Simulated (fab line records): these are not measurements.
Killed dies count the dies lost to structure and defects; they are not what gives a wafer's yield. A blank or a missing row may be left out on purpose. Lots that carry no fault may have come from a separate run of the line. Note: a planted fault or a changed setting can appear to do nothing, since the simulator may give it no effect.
Matching of chambers + flow nand_harc + NHARC_A_CONTACT_ETCH_110 on rie_diel-08 has 4 sister chambers
The step etches the open film in CF4/O2, target depth 50 nm, overetch 5 nm, time 27.5 s. 16 wafers are shown with their chamber, then 8 later ones without.

WAFERS, EACH WITH ITS CHAMBER
| wafer  | chamber | drypump_motor_current_A (A) | showerhead_plenum_p_Torr (Torr) | rf_vpp_V (V) |
|--------|---------|-----------------------------|---------------------------------|--------------|
| L169.3 | 1       | 5.4                         | 1.37                            | 197.9        |
| L169.4 | 0       | 5.7                         | 1.44                            | 199.8        |
| L169.5 | 1       | 5.4                         | 1.37                            | 198.2        |
| L173.2 | 3       | 5.1                         | 1.28                            | 198.7        |
| L173.5 | 2       | 4.8                         | 1.39                            | 197.6        |
| L173.6 | 3       | 5.1                         | 1.28                            | 195.9        |
| L174.1 | 1       | 5.4                         | 1.36                            | 198.5        |
| L174.2 | 2       | 4.9                         | 1.39                            | 198.2        |
| L174.6 | 3       | 5.1                         | 1.28                            | 196.7        |
| L186.2 | 3       | 5.1                         | 1.27                            | 197.8        |
| L186.3 | 0       | 5.7                         | 1.43                            | 198.2        |
| L186.4 | 2       | 4.9                         | 1.39                            | 198.7        |
| L182.2 | 1       | 5.4                         | 1.36                            | 198.7        |
| L182.3 | 3       | 5.1                         | 1.27                            | 195.8        |
| L182.5 | 1       | 5.4                         | 1.36                            | 199.5        |
| L185.1 | 1       | 5.4                         | 1.36                            | 197.3        |

SIGNATURES (means of the wafers above)
| reading                  | chamber 0 | chamber 1 | chamber 2 | chamber 3 | scatter within a chamber |
|--------------------------|-----------|-----------|-----------|-----------|--------------------------|
| drypump_motor_current_A  | 5.700     | 5.400     | 4.867     | 5.100     | 0.0236                   |
| showerhead_plenum_p_Torr | 1.4350    | 1.3633    | 1.3900    | 1.2760    | 0.00503                  |
| rf_vpp_V                 | 199.000   | 198.350   | 198.167   | 196.980   | 0.955                    |
Rule: a wafer's distance from a chamber is the root of the sum, over the readings, of the square of ((its reading less the chamber's mean) divided by the reading's scatter). The wafer belongs to the nearest chamber; if the next one is less than 2 further off, it can't be placed. The scatter: take each reading less its chamber's mean, square it, sum over the shown wafers, divide by the number of wafers less the number of chambers, and take the root.

WAFERS WITHOUT THEIR CHAMBER
| wafer  | drypump_motor_current_A (A) | showerhead_plenum_p_Torr (Torr) | rf_vpp_V (V) |
|--------|-----------------------------|---------------------------------|--------------|
| L185.2 | 5.7                         | 1.43                            | 199.3        |
| L185.5 | 4.9                         | 1.39                            | 199.1        |
| L190.1 | 4.8                         | 1.39                            | 199.4        |
| L190.4 | 5.7                         | 1.43                            | 200.5        |
| L190.5 | 5.4                         | 1.36                            | 199.4        |
| L191.1 | 5.4                         | 1.35                            | 198.3        |
| L191.2 | 5.1                         | 1.27                            | 197.2        |
| L191.4 | 5.7                         | 1.43                            | 200.5        |

WHICH CHAMBER EACH WENT THROUGH
| wafer  | from the rows above | in truth |
|--------|---------------------|----------|
| L185.2 | 0                   | 0        |
| L185.5 | 2                   | 2        |
| L190.1 | 2                   | 2        |
| L190.4 | 0                   | 0        |
| L190.5 | 1                   | 1        |
| L191.1 | 1                   | 1        |
| L191.2 | 3                   | 3        |
| L191.4 | 0                   | 0        |
Correct placement for 8 of the 8. Can't be placed from these rows: 0. Placed wrongly: 0.
